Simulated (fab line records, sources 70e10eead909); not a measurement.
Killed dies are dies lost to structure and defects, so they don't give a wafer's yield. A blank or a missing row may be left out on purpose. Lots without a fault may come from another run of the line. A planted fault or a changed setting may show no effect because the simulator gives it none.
A struck lot beside a sound one | flow nand_harc | 14 steps out of a route of 1159
Sound: wafers L938.2, L938.5, L938.6. Struck: wafers L954.1, L954.3, L954.6. The cause comes at the end.
At each step with rows: each side's tool, then ch and its chambers, then its first start. Under that, the readings that differ: sound wafers | struck wafers | difference of the means | sigmas: that difference in standard deviations of wafers without a fault.
alike: readings whose means differ by less than 2 such deviations, and words and numbers that are the same on both sides. not compared: withheld readings, readings that some wafer has no value for, bounds like >300 that may hide the same value, and numbers for which the record gives no deviation and whose values overlap.
The two part at a step that has a row with sigmas, a row that says differs or no value, or rows on one side only. Numbers that don't overlap but have no deviation are shown without sigmas and don't part them. A reading that every wafer of one side lacks parts them only if that side has two wafers or more.

NHARC_A_STAIRCASE_DESCUM_219: chemistry O2, time 3 s.
  sound on rie_diel-07 ch 0,2,3, day 12 03:24; struck on rie_diel-01 ch 1,2, day 16 02:59
  alike: drypump_motor_current_A, oes_product_au, rf_vpp_V, showerhead_plenum_p_Torr, throttle_valve_pct
  not compared: rf_hours_counter_h
NHARC_A_STAIRCASE_TRIM_220: chemistry O2, time 211.2 s.
  sound on rie_diel-07 ch 0,1,2, day 12 03:31; struck on rie_diel-01 ch 0,1,2, day 16 03:04
  alike: chamber_pressure_mTorr, drypump_motor_current_A, oes_product_au, rf_vpp_V, showerhead_plenum_p_Torr, throttle_valve_pct
  not compared: rf_hours_counter_h
then, 2 steps without rows for these wafers: NHARC_A_STAIRCASE_ETCH_221 (etches the open film in C4F8/O2, target depth 100 nm, time 40.5 s); NHARC_A_STAIRCASE_TRIM_222 (chemistry O2, time 211.2 s).
NHARC_A_STAIRCASE_ETCH_223: etches the open film in C4F8/O2, target depth 100 nm, time 40.5 s.
  sound on rie_diel-07 ch 1,2; struck on rie_diel-01 ch 0,1,2
  alike: oes_product_au, rf_vpp_V
  not compared: rf_hours_counter_h
then, 4 steps without rows for these wafers: NHARC_A_STAIRCASE_TRIM_224 (chemistry O2, time 211.2 s); NHARC_A_STAIRCASE_ETCH_225 (etches the open film in C4F8/O2, target depth 100 nm, time 40.5 s); NHARC_A_STAIRCASE_TRIM_226 (chemistry O2, time 211.2 s); NHARC_A_STAIRCASE_ETCH_227 (etches the open film in C4F8/O2, target depth 100 nm, time 40.5 s).
NHARC_A_STAIRCASE_TRIM_229: chemistry O2, time 211.2 s.
  sound on rie_diel-01 ch 1,2,3, day 12 04:32; struck on rie_diel-02 ch 0,1,2, day 16 04:05
  alike: chamber_pressure_mTorr, drypump_motor_current_A, oes_product_au, rf_vpp_V, showerhead_plenum_p_Torr, throttle_valve_pct
  not compared: rf_hours_counter_h
NHARC_A_STAIRCASE_ETCH_230: etches the open film in C4F8/O2, target depth 100 nm, time 40.5 s.
  sound on rie_diel-01 ch 0,2,3; struck on rie_diel-02 ch 0,2
  reading               | sound             | struck            | difference | sigmas
  oes_product_au (a.u.) | 0.955 0.957 0.936 | 0.911 0.913 0.908 | -0.039     | -2
  alike: rf_vpp_V
  not compared: rf_hours_counter_h
NHARC_A_STAIRCASE_TRIM_231: chemistry O2, time 211.2 s.
  sound on rie_diel-01 ch 1,2,3, day 12 04:55; struck on rie_diel-02 ch 2,3, day 16 04:21
  no value came back on the struck wafers for any of 7 readings (bias_w (W), chamber_pressure_mTorr (mTorr) and others); on the sound wafers bias_w (W) reads 0 0 0
  not compared: rf_hours_counter_h
then, 1 step without rows for these wafers: NHARC_A_STAIRCASE_ETCH_232 (etches the open film in C4F8/O2, target depth 100 nm, time 40.5 s).
-- the record jumps here: 9 days lie between the struck wafers' starts before and after (it left off in module A_STAIRCASE and takes up again in module END, whose first step shown is number 1159 of the route) --
NHARC_END_SORT_01:
  sound on prober-01 ch 0, day 20 13:33; struck on prober-02 ch 0, day 25 00:26
  reading         | sound    | struck                                                               | difference                   | sigmas
  hold            | - - -    | await_dispo/5.4h/scrap await_dispo/5.4h/scrap await_dispo/5.4h/scrap | no value on the sound wafers |
  killed_at_array | 25 30 23 | 675 674 672                                                          | +648                         | +59
  killed_dies     | 29 33 26 | 677 677 677                                                          | +648                         | +59
  alike: killed_at_other, killed_at_periphery, killed_open, killed_short

WHERE THEY PART
First at NHARC_A_STAIRCASE_ETCH_230; last, within this record, at NHARC_END_SORT_01.

WHY: what the simulator had put in
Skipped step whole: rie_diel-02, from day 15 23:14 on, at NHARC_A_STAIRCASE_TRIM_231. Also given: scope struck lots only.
